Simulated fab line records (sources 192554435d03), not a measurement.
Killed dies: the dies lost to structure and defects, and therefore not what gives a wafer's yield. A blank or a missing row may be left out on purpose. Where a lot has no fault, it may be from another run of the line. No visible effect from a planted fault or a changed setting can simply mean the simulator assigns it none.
A struck lot beside a sound one + flow n5 finfet + 16 steps out of a route of 1938
Sound: wafers L625.2, L625.5. Struck: wafer L635.1 (left out: L635.3, L635.5 of the same lot, which were not struck); the cause appears at the end.
For every step that has rows: the tool of each side, followed by ch and its chambers, followed by its first start. Under that, the readings that differ: sound wafers + struck wafers + difference of the means + sigmas: that difference in standard deviations of wafers without a fault.
alike: a reading whose means differ by less than 2 such deviations, as well as words and numbers matching on both sides. not compared: withheld readings; readings where some wafer has no value; bounds like >300 that might hide an equal value; numbers whose values overlap and for which the record gives no deviation.
Wherever a step has rows on one side only, a row that says differs or no value, or a row with sigmas, the two part there. Numbers that don't overlap but have no deviation are shown without sigmas and don't part them. Lack of a reading on every wafer of one side parts them only where that side has two or more wafers.

N5_BEOL_M4_SPUTTER_92: material Cu, target thk 4.5 nm, time 8.29 s.
  sound: pvd sputter-01 at day 8 02:41; struck: pvd sputter-02 at day 10 22:42
  alike: throttle valve pct
N5_BEOL_M4_ANNEAL_93: time 240 s.
  sound: pvd sputter-01 at day 8 02:46; struck: pvd sputter-02 at day 10 22:47
  alike: heater power w
then, 4 steps without rows for these wafers: N5_BEOL_M4_SPUTTER_94 (material Cu, target thk 4.5 nm, time 8.29 s); N5_BEOL_M4_ANNEAL_95 (time 240 s); N5_BEOL_M4_SPUTTER_96 (material Cu, target thk 4.5 nm, time 8.29 s); N5_BEOL_M4_ECD_50 (material Cu, target thk 300 nm).
N5_BEOL_M4_ANNEAL_51: time 90 s.
  sound on rtp anneal-01 ch 0, day 8 03:22; struck on rtp anneal-01 ch 0, day 10 23:22
| reading          | sound         | struck | difference | sigmas |
|------------------|---------------|--------|------------|--------|
| wafer_temp_C_max | 225.69 225.29 | 226.03 | +0.54      | +2     |
then, 1 step without rows for these wafers: N5_BEOL_M4_CMP_52 (polishes, stops on SiOC, t overpolish 6.8 s, target thk 40 nm).
N5_BEOL_M4_THK_MEAS_53: measures by xrf.
  sound: film metro-02 at day 8 03:55; struck: film metro-02 at day 10 23:57
| reading     | sound     | struck | difference | sigmas |
|-------------|-----------|--------|------------|--------|
| M4_THK (nm) | 41.4 39.8 | 45.2   | +4.6       | +3     |
N5_BEOL_M4_PRE_CLEAN_60: time 15 s.
  sound on cvd co-02 ch 0,1, day 8 03:57; struck on cvd co-02 ch 1, day 10 23:59
  alike: heater power w, rf fwd power W
N5_BEOL_M4_CO_CAP_55: material Co, precursor CCTBA/H2, target thk 2 nm, time 102.1 s.
  sound on cvd co-02 ch 0,1, day 8 03:59; struck on cvd co-02 ch 1, day 11 00:02
  alike: heater power w
then, 1 step without rows for these wafers: N5_BEOL_M4_PRE_CLEAN_56 (time 15 s).
N5_BEOL_M4_DEP_57: deposits SiCN from 3MS/NH3, target thk 8 nm, time 14 s.
  sound on pecvd-01 ch 1,2, day 8 04:06; struck on pecvd-04 ch 1, day 11 00:08
| reading                                  | sound   | struck | difference | sigmas |
|------------------------------------------|---------|--------|------------|--------|
| model.SiCN_of_BEOL_M4_DEP_57.thk nm (nm) | 7.8 7.8 | 7.6    | -0.2       |        |
  alike: showerhead plenum p Torr, throttle valve pct
  not compared: rf fwd power W
N5_BEOL_M4_RS_MEAS_58: uses a four-point probe to measure.
  sound: film metro-02 at day 8 04:10; struck: film metro-01 at day 11 00:13
| reading        | sound     | struck | difference | sigmas |
|----------------|-----------|--------|------------|--------|
| M4_RS (ohm/sq) | 0.67 0.71 | 0.60   | -0.09      | -3     |
N5_BEOL_M4_RC_MEAS_101:
  sound on prober-01 ch 0, day 8 04:23; struck on prober-02 ch 0, day 11 00:16
  alike: DIBL_N, DIBL_P, IOFF_N, IOFF_P, ION_N, ION_P, SS_N, SS_P, VT_N, VT_P
-- the record jumps here: 5 days lie between the struck wafers' starts before and after (it left off in module BEOL_M4 and takes up again in module PASSIVATION, whose first step shown is number 1936 of the route) --
N5_PASSIVATION_PROBE_49:
  record: rows for the struck wafers here (prober-02, day 15 13:19), none for the sound ones

WHERE THEY PART
Last at N5_PASSIVATION_PROBE_49 as far as this record goes, first at N5_BEOL_M4_ANNEAL_51.

WHY: the cause the simulator had injected
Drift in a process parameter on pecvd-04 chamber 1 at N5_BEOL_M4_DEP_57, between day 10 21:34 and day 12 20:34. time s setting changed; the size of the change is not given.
